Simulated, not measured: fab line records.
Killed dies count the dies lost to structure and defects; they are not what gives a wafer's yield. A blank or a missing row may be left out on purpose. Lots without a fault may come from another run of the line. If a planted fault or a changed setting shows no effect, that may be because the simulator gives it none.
fab line records ; flow nandHarc
[record] lots = 6; wafers = 18; lastDay = 31
route steps=1302 shown P_GATE@144 END@1302
lots untouched by any fault: they come from a run of this same line in which no faults occurred
startH: hours from the record's first day to the start of the lot's first wafer shown ; waitH: hours elapsed since this lot's preceding step ; " as in the row above ; L1.1+2: several wafers, shown together as one row ; - either no value or no given start ; * or withheld: withheld ; < > ~ a bound
route shown NAME@n: NAME is a module with steps in the file, n the number in the route of the first one ; usual: mean/standard deviation taken from wafers without a fault ; same: alike in all rows ; chamber/n: place in a boat ; sites: each site's reading ; _std_site: their standard deviation ; _edge_site: inner sites' mean taken away from outer sites' mean ; radiusMm: how far each site lies from the wafer's centre ; mask NAME#n: copy n ; behind: the most recent tool/chamber to have shaped the wafer ; hold: why the lot was held/for how many hours/how that ended ; device: transistor that didn't switch, given as n, p or np ; end of line: the tests these same wafers got at the end of their route ; a step given without rows: its recipe and nothing more ; killed: not the wafer's yield, but the dies lost to structure and defects at the first sort ; map: shows each die of a wafer: x if killed, . if not, _ if none is there
set.NAME: the setting as run; set.NAME@STEP: as run at that earlier step ; model.NAME: the simulator's own value behind a step, which no gauge read
lots seen at some steps along the route; tables by step, rows by wafer
services: from which hour (startH, from the record's first day; less than 0 if before it) a tool's chamber was out of use, for how many hours, and why
[[steps]]
[step NHARC_P_GATE_DESCUM_31]
[recipe] timeS = 3; o2FlowSccm = 200; arFlowSccm = 0; biasPowerW = 0; chemistry = O2
[step NHARC_P_GATE_ETCH_104]
[recipe] targetDepthA = 600; timeS = withheld; cf4FlowSccm = 100; chf3FlowSccm = 30; arFlowSccm = 0; rfW = 500; biasW = 200; chemistry = CF4/CHF3
[usual] drypumpMotorCurrentA = 5.7/0.39; mfcArSccm = 0.010/0.013; oesProductAu = 0.946/0.022; rfFwdPowerW = 491.5/2.7; rfVppV = 371.2/2.4; showerheadPlenumPTorr = 1.59/0.068; throttleValvePct = 16.803/0.0095
lot.wafer;tool;chamber;startH;waitH;drypumpMotorCurrentA;mfcArSccm;oesProductAu;rfFwdPowerW;rfVppV;showerheadPlenumPTorr;throttleValvePct
L590.3;rieDiel-11;1;108.90;0.1;5.6;0;0.984;491.2;373.8;1.67;16.811
L590.4;rieDiel-11;2;108.90;0.1;5.9;0.001;0.971;485.9;372.0;1.60;16.798
L590.6;rieDiel-11;3;108.90;0.1;5.3;0.020;0.952;492.8;373.9;1.62;16.797
L591.4;rieDiel-04;1;121.56;0.1;5.0;0.001;0.987;489.9;372.3;1.59;16.790
L591.2;rieDiel-04;2;121.56;0.1;5.8;0;0.962;490.5;374.5;1.68;16.796
L591.5;rieDiel-04;3;121.56;0.1;5.2;0.033;0.945;489.9;365.4;1.48;16.813
L593.1;rieDiel-11;0;134.98;0.1;6.1;0;0.956;494.4;371.5;1.61;16.796
L593.3;rieDiel-11;1;134.98;0.1;5.6;0;0.973;490.7;374.2;1.67;16.813
L593.6;rieDiel-11;0;134.98;0.1;6.1;0;0.955;493.4;371.3;1.61;16.792
L602.2;rieDiel-11;2;238.78;0.1;5.9;0.001;0.966;490.9;370.2;1.60;16.796
L602.5;rieDiel-11;3;238.78;0.1;5.3;0.020;0.942;491.2;372.2;1.62;16.799
L602.6;rieDiel-11;0;238.78;0.1;6.1;0;0.941;495.3;372.5;1.61;16.800
L605.2;rieDiel-04;1;259.88;0.1;5.0;0.001;0.971;489.8;372.3;1.59;16.801
L605.4;rieDiel-04;2;259.88;0.1;5.8;0;0.948;490.1;373.8;1.68;16.787
L605.1;rieDiel-04;3;259.88;0.1;5.2;0.033;0.973;492.8;368.7;1.48;16.794
L608.2;rieDiel-01;1;284.36;0.1;6.0;0.021;0.975;487.6;373.8;1.64;16.800
L608.3;rieDiel-01;0;284.36;0.1;6.4;0.030;0.969;492.8;369.3;1.51;16.787
L608.6;rieDiel-01;2;284.36;0.1;5.7;0;0.965;488.9;373.9;1.67;16.794
[step NHARC_P_GATE_HM_OPEN_105]
[recipe] targetDepthA = 3600; o2FlowSccm = 400; cosFlowSccm = 20; arFlowSccm = 0; rfW = 500; biasW = 300; chemistry = O2/COS
[usual] drypumpMotorCurrentA = 5.7/0.39; mfcArSccm = 0.010/0.013; oesProductAu = 0.999/0.013; rfFwdPowerW = 497.9/1.5; rfVppV = 467.9/3; showerheadPlenumPTorr = 3.16/0.14; throttleValvePct = 28.330/0.01
lot.wafer;tool;chamber;startH;waitH;drypumpMotorCurrentA;mfcArSccm;oesProductAu;rfFwdPowerW;rfHoursCounterH;rfVppV;showerheadPlenumPTorr;throttleValvePct
L590.4;rieDiel-11;1;-;-;5.6;0;1.015;498.2;0.8;470.0;3.32;28.341
L590.3;rieDiel-11;0;-;-;6.1;0;1.005;499.1;0.9;469.4;3.20;28.340
L590.6;rieDiel-11;1;-;-;5.6;0;1.010;498.3;-;470.7;3.32;28.308
L591.4;rieDiel-04;1;-;-;5.0;0.001;1.027;498.2;6.3;469.2;3.15;28.338
L591.2;rieDiel-04;3;-;-;5.2;0.033;1.000;496.1;6.4;463.7;2.93;28.344
L591.5;rieDiel-04;1;-;-;5.0;0.001;1.012;497.3;-;469.0;3.15;28.303
L593.1;rieDiel-11;2;-;-;5.9;0.001;1.018;494.2;2.4;468.4;3.18;28.333
L593.3;rieDiel-11;3;-;-;5.4;0.020;0.983;499.4;2.4;468.0;3.21;28.319
L593.6;rieDiel-11;3;-;-;5.4;0.020;0.978;496.6;-;468.8;3.21;28.344
L602.2;rieDiel-11;1;-;-;5.6;0;1.001;496.2;7.3;470.8;3.32;28.324
L602.5;rieDiel-11;2;-;-;5.9;0.001;1.013;496.3;-;466.5;3.18;28.329
L602.6;rieDiel-11;3;-;-;5.3;0.020;0.995;497.9;-;468.7;3.21;28.327
L605.4;rieDiel-04;2;-;-;5.7;0;0.986;499.3;3.2;470.3;3.33;28.334
L605.1;rieDiel-04;3;-;-;5.3;0.033;0.987;497.9;3.9;463.2;2.93;28.325
L605.2;rieDiel-04;1;-;-;5.0;0.001;0.977;497.5;4.0;467.8;3.15;28.317
L608.2;rieDiel-01;1;-;-;6.0;0.021;1.000;497.7;5.2;469.3;3.26;28.306
L608.3;rieDiel-01;0;-;-;6.4;0.030;0.998;498.0;5.0;464.4;2.99;28.324
L608.6;rieDiel-01;1;-;-;6.0;0.021;1.004;496.2;-;469.9;3.26;28.323
[step NHARC_P_GATE_STRIP_106]
[recipe] o2FlowSccm = 400; cosFlowSccm = 20; arFlowSccm = 0; biasW = 0; chemistry = O2/COS
[step NHARC_P_GATE_ETCH_114]
[recipe] targetDepthA = 300; overetchA = 30; timeS = 16.5; ionEnergyEv = 100; cf4FlowSccm = 80; o2FlowSccm = 20; arFlowSccm = 0; rfW = 300; biasW = 100; chemistry = CF4/O2
[step NHARC_P_GATE_ETCH_32]
[recipe] targetDepthA = 1500; overEtchFrac = 1; overEtchIonEnergyEv = 40; timeS = 100.1; hbrFlowSccm = 150; cl2FlowSccm = 50; rfW = 400; icpW = 400; biasW = 100; chemistry = HBr/Cl2
[usual] drypumpMotorCurrentA = 5.5/0.44; oesProductAu = 1.000/0.015; rfFwdPowerW = 397.1/1.4; throttleValvePct = 26.407/0.0092
[same] overEtchFrac = 1
lot.wafer;tool;chamber;startH;waitH;drypumpMotorCurrentA;oesProductAu;rfFwdPowerW;rfHoursCounterH;throttleValvePct
L590.4;rieSi-03;3;109.30;-;5.4;0.988;396.6;0.34;26.402
L590.3;rieSi-03;0;109.30;-;5.6;1.003;397.7;0.32;26.399
L590.6;rieSi-03;1;109.30;-;5.3;0.999;400.1;-;26.416
L591.4;rieSi-04;2;121.93;-;5.7;0.978;398.0;0.67;26.399
L591.2;rieSi-04;0;121.93;-;5.5;0.972;399.0;0.66;26.423
L591.5;rieSi-04;2;121.93;-;5.7;0.977;394.6;-;26.399
L593.3;rieSi-01;1;135.36;-;5.0;0.987;393.1;0.68;26.406
L593.1;rieSi-01;0;135.36;-;5.7;0.995;396.8;0.71;26.401
L593.6;rieSi-01;1;135.36;-;5.0;0.985;394.2;-;26.396
L602.2;rieSi-01;3;239.18;-;5.1;0.998;396.2;0.16;26.405
L602.6;rieSi-01;1;239.18;-;5.1;0.994;395.2;-;26.413
L602.5;rieSi-01;2;239.18;-;6.7;0.996;396.9;-;26.412
L605.2;rieSi-04;2;260.71;-;5.7;1.007;394.4;0.75;26.418
L605.1;rieSi-04;0;260.71;-;5.4;1.009;396.8;0.61;26.410
L605.4;rieSi-04;1;260.71;-;5.1;1.046;398.3;0.70;26.406
L608.2;rieSi-04;1;284.75;-;5.2;1.039;396.5;0.78;26.402
L608.3;rieSi-04;2;284.75;-;5.7;0.996;396.4;0.87;26.417
L608.6;rieSi-04;1;284.75;-;5.1;1.034;397.1;-;26.388
[step NHARC_P_GATE_STRIP_108]
[recipe] o2FlowSccm = 500; arFlowSccm = 0; biasW = 0; chemistry = O2
[usual] drypumpMotorCurrentA = 5.6/0.37; mfcArSccm = 0.009/0.012; oesProductAu = 1.000/0.012; rfVppV = 57.8/0.88; showerheadPlenumPTorr = 3.57/0.15; throttleValvePct = 17.038/0.0094
lot.wafer;tool;chamber;startH;waitH;drypumpMotorCurrentA;mfcArSccm;oesProductAu;rfHoursCounterH;rfVppV;showerheadPlenumPTorr;throttleValvePct
L590.3;rieDiel-01;1;109.48;-;6.0;0.021;0.999;3.2;57.5;3.68;17.047
L590.4;rieDiel-01;3;109.48;-;5.9;0;1.013;-;57.4;3.51;17.047
L590.6;rieDiel-01;1;109.48;-;6.0;0.021;0.998;-;59.0;3.68;17.034
L591.4;rieDiel-01;1;122.09;-;6.0;0.021;1.008;4.6;58.9;3.68;17.028
L591.2;rieDiel-01;0;122.09;-;6.5;0.030;1.006;3.7;58.0;3.39;17.016
L591.5;rieDiel-01;2;122.09;-;5.7;0;0.986;-;58.1;3.74;17.042
L593.3;rieDiel-11;1;135.52;-;5.6;0;1.006;1.7;57.0;3.75;17.036
L593.1;rieDiel-11;3;135.52;-;5.3;0.020;0.978;2.5;57.1;3.63;17.015
L593.6;rieDiel-11;2;135.52;-;5.9;0.001;1.017;-;57.7;3.59;17.044
L602.2;rieDiel-04;1;239.31;-;5.0;0.001;1.006;3.2;57.0;3.56;17.037
L602.5;rieDiel-04;1;239.31;-;5.0;0.001;0.996;-;56.6;3.56;17.046
L602.6;rieDiel-04;2;239.31;-;5.8;0;0.996;-;59.4;3.76;17.036
L605.4;rieDiel-04;0;260.87;-;5.3;0.007;1.008;4.7;56.9;3.40;17.059
L605.2;rieDiel-04;2;260.87;-;5.8;0;0.993;3.2;57.2;3.76;17.036
L605.1;rieDiel-04;3;260.87;-;5.3;0.033;0.992;3.9;57.3;3.31;17.043
L608.3;rieDiel-01;2;284.90;-;5.7;0;1.004;5.5;57.4;3.74;17.039
L608.2;rieDiel-01;3;284.90;-;5.9;0;1.002;5.4;57.2;3.50;17.042
L608.6;rieDiel-01;2;284.90;-;5.7;0;0.998;-;58.6;3.74;17.040
[step NHARC_P_GATE_CD_MEAS_33]
[usual] cdNm = 120/3.9
lot.wafer;tool;chamber;startH;waitH;cdNm
L590.3;cdSem-03;-;109.66;0.2;124
L590.4;cdSem-03;-;109.66;0.2;120
L590.6;cdSem-03;-;109.66;0.2;117
L591.2;cdSem-01;-;122.27;-;123
L591.4;cdSem-01;-;122.27;-;125
L591.5;cdSem-01;-;122.27;-;124
L593.1;cdSem-01;-;135.70;-;116
L593.3;cdSem-01;-;135.70;-;117
L593.6;cdSem-01;-;135.70;-;114
L602.2;cdSem-03;-;239.48;-;115
L602.5;cdSem-03;-;239.48;-;111
L602.6;cdSem-03;-;239.48;-;113
L605.1;cdSem-02;-;261.04;-;117
L605.2;cdSem-02;-;261.04;-;127
L605.4;cdSem-02;-;261.04;-;122
L608.2;cdSem-03;-;285.07;-;126
L608.3;cdSem-03;-;285.07;-;125
L608.6;cdSem-03;-;285.07;-;126
[step NHARC_P_GATE_STRIP_35]
[recipe] timeS = 600; tempC = 130; chemistry = SPM
[step NHARC_P_GATE_PRECLEAN_73]
[recipe] timeS = *; tempC = 50; bathAgeMin = 0; chemistry = SC1
[step NHARC_P_GATE_SRD_74]
[step NHARC_P_GATE_ALD_36]
[recipe] targetThkA = 200; pulseTimeS = 60; aldCycles = 223; tempC = 400; material = SiNx
[step NHARC_P_GATE_ETCHBACK_37]
[recipe] targetDepthA = 345; timeS = 17.2; chf3FlowSccm = 50; o2FlowSccm = 10; arFlowSccm = 200; rfW = 500; biasW = 200; chemistry = CHF3/O2
[usual] drypumpMotorCurrentA = 5.7/0.36; mfcArSccm = 200.1/0.61; oesProductAu = 0.95/0.035; rfFwdPowerW = 489.1/2.1; rfVppV = 371.6/2.3; runLengthS = 38.6/0.46; showerheadPlenumPTorr = 2.45/0.095; throttleValvePct = 20.573/0.0084
lot.wafer;tool;chamber;startH;waitH;drypumpMotorCurrentA;mfcArSccm;oesProductAu;rfFwdPowerW;rfHoursCounterH;rfVppV;runLengthS;showerheadPlenumPTorr;throttleValvePct
L590.3;rieDiel-11;1;119.80;-;5.6;200.7;0.94;489.2;1.0;372.5;39.1;2.56;20.584
L590.4;rieDiel-11;2;119.80;-;5.9;200.4;0.93;486.7;1.6;371.1;38.2;2.45;20.578
L590.6;rieDiel-11;1;119.80;-;5.6;200.8;0.94;487.7;-;374.7;38.9;2.56;20.572
L591.2;rieDiel-11;1;132.30;-;5.6;200.3;1.01;489.4;1.6;372.1;39.1;2.56;20.578
L591.4;rieDiel-11;2;132.30;-;5.9;200.1;1.01;490.2;2.4;370.3;49.8;2.45;20.576
L591.5;rieDiel-11;0;132.30;-;6.1;200.7;0.99;489.1;-;371.6;39.0;2.46;20.568
L593.3;rieDiel-11;2;145.61;-;5.9;199.8;0.95;489.8;4.0;370.1;38.2;2.45;20.574
L593.1;rieDiel-11;1;145.61;-;5.6;200.5;0.93;489.5;2.6;373.4;38.9;2.56;20.577
L593.6;rieDiel-11;3;145.61;-;5.4;200.4;0.91;487.5;-;372.1;49.2;2.47;20.574
L602.2;rieDiel-01;3;249.45;-;5.9;200.3;0.92;489.4;1.7;370.0;37.9;2.39;20.566
L602.6;rieDiel-01;3;249.45;-;5.8;200.0;0.92;491.7;-;372.2;38.6;2.38;20.567
L602.5;rieDiel-01;0;249.45;-;6.4;200.9;0.91;489.7;-;368.5;37.4;2.30;20.546
L605.2;rieDiel-11;1;271.03;-;5.6;200.5;1.04;486.2;0.2;373.7;39.0;2.55;20.576
L605.1;rieDiel-11;3;271.03;-;5.4;200.4;1.01;490.3;0.1;371.3;38.1;2.47;20.566
L605.4;rieDiel-11;3;271.03;-;5.4;199.9;1.01;488.3;-;370.4;37.9;2.47;20.549
L608.3;rieDiel-11;1;295.02;-;5.6;199.4;0.98;488.7;0.8;373.7;39.1;2.55;20.571
L608.2;rieDiel-11;0;295.02;-;6.1;200.2;0.97;487.3;0.4;371.5;38.9;2.46;20.569
L608.6;rieDiel-11;2;295.02;-;5.9;200.1;0.97;490.1;-;373.7;38.8;2.44;20.560
[step NHARC_P_GATE_STRIP_101]
[recipe] timeS = 20; o2FlowSccm = 500; arFlowSccm = 0; biasW = 0; chemistry = O2
[usual] drypumpMotorCurrentA = 5.7/0.35; mfcArSccm = 0.008/0.011; oesProductAu = 1.003/0.014; rfVppV = 57.9/0.85; showerheadPlenumPTorr = 3.59/0.14; throttleValvePct = 17.035/0.0091
lot.wafer;tool;chamber;startH;waitH;drypumpMotorCurrentA;mfcArSccm;oesProductAu;rfHoursCounterH;rfVppV;showerheadPlenumPTorr;throttleValvePct
L590.4;rieDiel-11;2;119.89;0.1;5.9;0.001;1.017;1.6;58.9;3.60;17.029
L590.3;rieDiel-11;3;119.89;0.1;5.4;0.020;0.993;1.6;59.4;3.63;17.032
L590.6;rieDiel-11;1;119.89;0.1;5.6;0;1.025;-;56.8;3.75;17.024
L591.4;rieDiel-11;1;132.37;0.1;5.6;0;1.009;1.6;56.8;3.75;17.031
L591.2;rieDiel-11;2;132.37;0.1;5.9;0.001;1.015;2.4;57.8;3.59;17.037
L591.5;rieDiel-11;2;132.37;0.1;5.9;0.001;1.023;-;58.6;3.59;17.032
L593.3;rieDiel-11;3;145.70;0.1;5.4;0.020;0.987;4.0;58.6;3.63;17.024
L593.1;rieDiel-11;1;145.70;0.1;5.6;0;1.012;2.6;59.1;3.75;17.042
L593.6;rieDiel-11;0;145.70;0.1;6.1;0;1.001;-;56.1;3.62;17.023
L602.2;rieDiel-01;1;249.55;0.1;6.0;0.021;0.997;1.7;58.7;3.68;17.040
L602.5;rieDiel-01;1;249.55;0.1;6.0;0.021;0.990;-;57.6;3.68;17.036
L602.6;rieDiel-01;2;249.55;0.1;5.7;0;1.005;-;58.8;3.74;17.042
L605.2;rieDiel-11;2;271.14;0.1;5.9;0.001;1.006;0.2;57.4;3.59;17.039
L605.1;rieDiel-11;3;271.14;0.1;5.3;0.020;1.006;0.1;57.2;3.63;17.037
L605.4;rieDiel-11;3;271.14;0.1;5.4;0.020;1.011;-;56.7;3.63;17.039
L608.3;rieDiel-11;0;295.12;0.1;6.1;0;1.018;0.4;57.7;3.61;17.053
L608.2;rieDiel-11;2;295.12;0.1;5.9;0.001;0.998;0.8;57.6;3.59;17.019
L608.6;rieDiel-11;1;295.12;0.1;5.6;0;1.024;-;57.6;3.75;17.023
[step NHARC_END_SORT_01]
[recipe] tempC = 25
[usual] killedAtArray = 52/18; killedAtOther = 1.0/1.4; killedAtPeriphery = 3.1/2.3; killedDies = 56/17; killedOpen = 3.0/1.7; killedShort = 2.5/1.7
[same] grossDies = 677
lot.wafer;tool;chamber;startH;waitH;killedAtArray;killedAtOther;killedAtPeriphery;killedDies;killedOpen;killedShort
L591.2;prober-02;0;568.48;2.8;83;0;0;83;2;3
L591.4;prober-02;0;570.07;3.4;56;0;621;677;2;0
L591.5;prober-02;0;570.86;3.7;62;0;1;63;2;1
L590.3;prober-01;0;569.36;3.1;47;1;7;55;6;7
L590.4;prober-01;0;570.16;3.4;31;0;3;34;0;2
L590.6;prober-01;0;571.76;4.0;54;0;4;58;4;4
L593.1;prober-01;0;611.73;2.5;73;2;1;76;2;0
L593.3;prober-01;0;613.34;3.1;76;3;2;81;0;2
L593.6;prober-01;0;615.76;4.0;89;1;587;677;4;1
L605.1;prober-02;0;717.65;2.5;35;1;7;43;4;2
L605.2;prober-02;0;718.45;2.8;33;0;10;43;0;4
L605.4;prober-02;0;720.05;3.4;36;2;11;49;2;1
// killed by level:class
L591.2 A_CHANNEL_HOLE_D1:chamberFilmFlake=23 A_CHANNEL_HOLE_D2:chamberFilmFlake=22 A_SLIT:chamberFilmFlake=20 A_WL_FILL:chamberFilmFlake=4 A_STAIRCASE:chamberFilmFlake=3 A_CONTACT:unspecified=2 A_CONTACT:chamberFilmFlake=2 A_SOURCE_PLATE:geometricParticle:short=1
L590.3 A_CHANNEL_HOLE_D2:chamberFilmFlake=32 A_CHANNEL_HOLE_D1:chamberFilmFlake=4 A_DECK1_JOINT:geometricParticle:short=2 A_WL_FILL:geometricParticle:open=2 P_M1:chamberFilmFlake=2 P_GATE:geometricParticle:open=1 P_CONTACT:geometricParticle:short=1 P_M2:geometricParticle:short=1
L591.4 P_GATE:areaEtchback=620 A_SLIT:chamberFilmFlake=18 A_CHANNEL_HOLE_D1:chamberFilmFlake=14 A_CHANNEL_HOLE_D2:chamberFilmFlake=12 A_CHANNEL_FILL_D1:chamberFilmFlake=4 A_STAIRCASE:chamberFilmFlake=3 A_CHANNEL_HOLE_D2:geometricParticle:open=1 A_M0:geometricParticle:open=1
L590.4 A_CHANNEL_HOLE_D2:chamberFilmFlake=20 A_STAIRCASE:chamberFilmFlake=3 P_ZERO_WELL:chamberFilmFlake=2 A_ZERO_WELL:chamberFilmFlake=2 A_CHANNEL_HOLE_D1:chamberFilmFlake=2 A_CONTACT:chamberFilmFlake=2 A_ONON_D1:geometricParticle:short=1 A_ONON_D2:geometricParticle:short=1
L591.5 A_SLIT:chamberFilmFlake=19 A_CHANNEL_HOLE_D2:chamberFilmFlake=16 A_CHANNEL_HOLE_D1:chamberFilmFlake=11 A_WL_FILL:chamberFilmFlake=6 A_STAIRCASE:chamberFilmFlake=3 A_CONTACT:unspecified=2 A_CHANNEL_FILL_D1:geometricParticle:open=1 A_WL_FILL:geometricParticle:short=1
L590.6 A_CHANNEL_HOLE_D2:chamberFilmFlake=33 A_SLIT:chamberFilmFlake=4 A_STAIRCASE:chamberFilmFlake=4 A_CONTACT:chamberFilmFlake=3 A_ONON_D1:geometricParticle:open=2 P_GATE:chamberFilmFlake=2 P_M1:chamberFilmFlake=2 A_CHANNEL_FILL_D1:geometricParticle:short=1
L593.1 A_SLIT:chamberFilmFlake=26 A_CHANNEL_HOLE_D1:chamberFilmFlake=22 A_CHANNEL_HOLE_D2:chamberFilmFlake=21 THIN_TSV:chamberFilmFlake=2 A_WL_FILL:geometricParticle:open=1 A_M1:geometricParticle:open=1 P_GATE:chamberFilmFlake=1 A_CHANNEL_FILL_D1:chamberFilmFlake=1
L593.3 A_CHANNEL_HOLE_D2:chamberFilmFlake=28 A_SLIT:chamberFilmFlake=20 A_CHANNEL_HOLE_D1:chamberFilmFlake=19 A_CONTACT:chamberFilmFlake=3 THIN_TSV:chamberFilmFlake=3 A_STAIRCASE:chamberFilmFlake=2 P_GATE:geometricParticle:short=1 A_CHANNEL_HOLE_D2:geometricParticle:short=1
L593.6 P_GATE:areaEtchback=585 A_CHANNEL_HOLE_D2:chamberFilmFlake=34 A_SLIT:chamberFilmFlake=26 A_CHANNEL_HOLE_D1:chamberFilmFlake=19 A_DECK1_JOINT:chamberFilmFlake=2 A_STAIRCASE:chamberFilmFlake=2 P_STI:geometricParticle:short=1 P_M0:geometricParticle:open=1
L605.1 A_CHANNEL_HOLE_D2:chamberFilmFlake=16 A_CHANNEL_HOLE_D1:chamberFilmFlake=7 A_CONTACT:chamberFilmFlake=3 A_M0:chamberFilmFlake=3 P_GATE:chamberFilmFlake=2 P_BONDPAD:chamberFilmFlake=2 A_SLIT:chamberFilmFlake=2 P_GATE:geometricParticle:short=1
L605.2 A_CHANNEL_HOLE_D2:chamberFilmFlake=16 P_BONDPAD:chamberFilmFlake=6 A_CHANNEL_HOLE_D1:chamberFilmFlake=6 A_SLIT:chamberFilmFlake=4 P_GATE:chamberFilmFlake=3 A_M0:geometricParticle:short=2 P_M0:geometricParticle:short=1 A_ONON_D2:geometricParticle:short=1
L605.4 A_CHANNEL_HOLE_D2:chamberFilmFlake=16 A_CHANNEL_HOLE_D1:chamberFilmFlake=12 P_GATE:chamberFilmFlake=5 P_BONDPAD:chamberFilmFlake=4 A_CONTACT:chamberFilmFlake=4 A_M0:chamberFilmFlake=2 THIN_TSV:chamberFilmFlake=2 P_CONTACT:geometricParticle:open=1
// map L591.4 (x killed, . not)
____________x____________
_________xxxxxxx_________
_______xxxxxxxxxxx_______
______xxxxxxxxxxxxx______
_____xxxxxxxxxxxxxxx_____
____xxxxxxxxxxxxxxxxx____
____xxxxxxxxxxxxxxxxx____
___xxxxxxxxxxxxxxxxxxx___
___xxxxxxxxxxxxxxxxxxx___
__xxxxxxxxxxxxxxxxxxxxx__
__xxxxxxxxxxxxxxxxxxxxx__
_xxxxxxxxxxxxxxxxxxxxxxx_
_xxxxxxxxxxxxxxxxxxxxxxx_
_xxxxxxxxxxxxxxxxxxxxxxx_
_xxxxxxxxxxxxxxxxxxxxxxx_
_xxxxxxxxxxxxxxxxxxxxxxx_
xxxxxxxxxxxxxxxxxxxxxxxxx
xxxxxxxxxxxxxxxxxxxxxxxxx
xxxxxxxxxxxxxxxxxxxxxxxxx
xxxxxxxxxxxxxxxxxxxxxxxxx
xxxxxxxxxxxxxxxxxxxxxxxxx
_xxxxxxxxxxxxxxxxxxxxxxx_
_xxxxxxxxxxxxxxxxxxxxxxx_
_xxxxxxxxxxxxxxxxxxxxxxx_
_xxxxxxxxxxxxxxxxxxxxxxx_
_xxxxxxxxxxxxxxxxxxxxxxx_
__xxxxxxxxxxxxxxxxxxxxx__
__xxxxxxxxxxxxxxxxxxxxx__
___xxxxxxxxxxxxxxxxxxx___
___xxxxxxxxxxxxxxxxxxx___
____xxxxxxxxxxxxxxxxx____
____xxxxxxxxxxxxxxxxx____
_____xxxxxxxxxxxxxxx_____
______xxxxxxxxxxxxx______
_______xxxxxxxxxxx_______
_________xxxxxxx_________
____________x____________
// map L593.6 (x killed, . not)
____________x____________
_________xxxxxxx_________
_______xxxxxxxxxxx_______
______xxxxxxxxxxxxx______
_____xxxxxxxxxxxxxxx_____
____xxxxxxxxxxxxxxxxx____
____xxxxxxxxxxxxxxxxx____
___xxxxxxxxxxxxxxxxxxx___
___xxxxxxxxxxxxxxxxxxx___
__xxxxxxxxxxxxxxxxxxxxx__
__xxxxxxxxxxxxxxxxxxxxx__
_xxxxxxxxxxxxxxxxxxxxxxx_
_xxxxxxxxxxxxxxxxxxxxxxx_
_xxxxxxxxxxxxxxxxxxxxxxx_
_xxxxxxxxxxxxxxxxxxxxxxx_
_xxxxxxxxxxxxxxxxxxxxxxx_
xxxxxxxxxxxxxxxxxxxxxxxxx
xxxxxxxxxxxxxxxxxxxxxxxxx
xxxxxxxxxxxxxxxxxxxxxxxxx
xxxxxxxxxxxxxxxxxxxxxxxxx
xxxxxxxxxxxxxxxxxxxxxxxxx
_xxxxxxxxxxxxxxxxxxxxxxx_
_xxxxxxxxxxxxxxxxxxxxxxx_
_xxxxxxxxxxxxxxxxxxxxxxx_
_xxxxxxxxxxxxxxxxxxxxxxx_
_xxxxxxxxxxxxxxxxxxxxxxx_
__xxxxxxxxxxxxxxxxxxxxx__
__xxxxxxxxxxxxxxxxxxxxx__
___xxxxxxxxxxxxxxxxxxx___
___xxxxxxxxxxxxxxxxxxx___
____xxxxxxxxxxxxxxxxx____
____xxxxxxxxxxxxxxxxx____
_____xxxxxxxxxxxxxxx_____
______xxxxxxxxxxxxx______
_______xxxxxxxxxxx_______
_________xxxxxxx_________
____________x____________
[[services]]
tool;chamber;startH;hours;kind
rieDiel-11;0;87.50;-;clean
rieDiel-11;1;87.50;-;clean
rieDiel-11;2;87.50;-;clean
rieDiel-11;3;87.50;-;clean
rieDiel-01;0;98.42;22.5;repair
rieDiel-11;0;112.00;-;clean
rieDiel-11;1;112.00;-;clean
rieDiel-11;2;112.00;-;clean
rieDiel-04;3;113.60;2.4;repair
rieSi-03;-;123.06;0.2;repair
rieDiel-04;1;126.25;39.3;repair
rieSi-01;-;142.04;0.8;repair
rieDiel-11;1;155.33;12.0;repair
rieSi-04;0;160.27;2.7;repair
rieSi-04;-;165.00;9.0;pm
rieDiel-04;-;177.90;9.0;pm
rieSi-01;-;193.00;9.0;pm
rieDiel-01;-;203.80;9.0;pm
rieSi-03;-;221.00;9.0;pm
rieDiel-11;1;230.55;4.0;repair
rieDiel-11;-;234.75;0.2;repair
rieDiel-11;-;255.50;9.0;pm
rieDiel-11;0;269.67;9.7;repair
rieSi-03;2;292.45;3.9;repair
[[key]]
[firstSign] step = NHARC_P_GATE_ETCHBACK_37; reading = runLengthS; direction = up; sigmas = 24; usual = *; struck = *
[effect] step = NHARC_END_SORT_01; reading = killedAtPeriphery; direction = up; sigmas = 99+; usual = 3.1; struck = 604
[moreKillsBornAt] NHARC_P_GATE_ETCHBACK_37@rieDiel-11 = 1205
metAt NHARC_P_GATE_ETCHBACK_37
struckWafers L591.4,L593.6
laterRowsLeftOut L591.4,L593.6
testerLeftOut L591,L593
onsetBetween 119.80 132.30
[fault] kind = processParameterDrift; tool = rieDiel-11; chamber = -; onsetH = 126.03; steps = NHARC_P_GATE_ETCHBACK_37; channel = timeS; offset = *; shape = step; endH = 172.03; scope = struckWafersOnly; actsIn = *; stated = *
// testerLeftOut: of these lots the tester's yield and bins aren't shown, on N5 and GAA mostly nor the transistor test; their killed dies are dies lost to structure and defects alone, not to doping, threshold or leakage, so they don't give the yield
// laterRowsLeftOut: the simulator's readings of these wafers behind a module that went badly wrong aren't trusted and aren't shown, but for the sort
